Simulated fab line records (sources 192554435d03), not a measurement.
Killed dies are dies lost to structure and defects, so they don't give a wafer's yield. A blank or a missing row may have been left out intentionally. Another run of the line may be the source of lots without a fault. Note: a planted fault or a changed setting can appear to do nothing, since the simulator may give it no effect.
Problem report, 8D (eight disciplines) form, completed by code | flow n5 finfet | the parts of the form that need people (team, actions taken, sign-off) are left out

== 1. THE PROBLEM ==
cd nm at N5_BEOL_M0_SAQP_CD_MEAS_14 reads a mean of 44.7 nm on 6 wafers of 2 lots; wafers without a fault read 42.4 nm with a standard deviation of 0.36. That is +6.4 standard deviations from the usual mean.
The step: target cd 42.5 nm.
Seen first at day 9 20:53 on cd sem-02, wafer L766.1. Wafers with a number at this step in the record: 18, from 6 lots. Rule for "out", or "out of limits": more than 4 standard deviations from the usual mean. Any other wafer with a number is counted as sound.

== 2. WHAT THIS IS AND IS NOT ==
question                    | is                     | is not
which readings at this step | cd nm                  | -
which lots                  | L766, L767             | L750, L757, L768, L769
which wafers of those lots  | all that have a number | -
read on which gauges        | cd sem-02, cd sem-03   | cd sem-01
when                        | from day 9 20:53       | up to then (6 sound wafers); but 6 sound wafers of L768, L769 came after

== 3. WHAT RULES OUT EACH SUSPECT ==
Counting: a tool stays on the suspect list if, at a process step up to the reading, it processed all lots that are out and no sound lot following the first of them.
- the gauge at N5_BEOL_M0_SAQP_CD_MEAS_14 is ruled out. Those wafers that are out were read across 2 gauges (cd sem-02, cd sem-03).
- pecvd-02 at N5_BEOL_M0_SAQP_HM_DEP_111 (deposits SiO2 from SiH4/N2O, target thk 12 nm, time 7.2 s): kept. It ran every lot that is out, first L766 (day 9 20:25), and no sound lot after that.
- litho track-05 at N5_BEOL_M0_SAQP_PEB_12 (peb time 60 s): kept. All lots that are out passed through it, beginning with L766 at day 9 20:49, and no sound lot followed; its final sound lot before that point was L757 at day 7 11:02.
Remaining after the count are pecvd-02 at N5_BEOL_M0_SAQP_HM_DEP_111 and litho track-05 at N5_BEOL_M0_SAQP_PEB_12.

== 4. THE CAUSE (what the simulator had put in) ==
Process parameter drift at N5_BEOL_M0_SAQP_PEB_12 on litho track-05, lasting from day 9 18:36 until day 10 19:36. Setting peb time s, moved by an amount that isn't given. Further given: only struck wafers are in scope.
After counting, 2 suspects remain, this tool included.

== 5. THE CHAIN OF EFFECTS, in route order ==
Each row: a reading whose mean over the struck wafers that have a number lies more than 3 standard deviations from the usual. Only readings for which the record gives a usual standard deviation are gone through. hours: the time from each lot's start at the first step in this table that gives one to its start at this step, as a median over the lots. sigmas: the change in usual standard deviations.
hours | step                       | reading | usual   | on struck wafers | change | sigmas
0     | N5_BEOL_M0_SAQP_CD_MEAS_14 | cd nm   | 42.4 nm | 44.7             | +2.3   | +6.4
Later steps that measure or inspect, where all struck wafers having a row at the step show a number for every such reading and not one has moved that far: N5_BEOL_M0_SAQP_OVL_MEAS_15, N5_BEOL_M4_RC_MEAS_101.

== 6. WHAT WOULD HAVE CAUGHT IT SOONER ==
2 hours passed between the start of the fault at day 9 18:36 and the first reading out of limits at a measuring or inspecting step in this record, taken at day 9 20:53.
Lots out: 2; of these, L767 started N5_BEOL_M0_SAQP_PEB_12 on litho track-05 after day 9 20:53. Had the tool been put on hold then, it would have been spared.
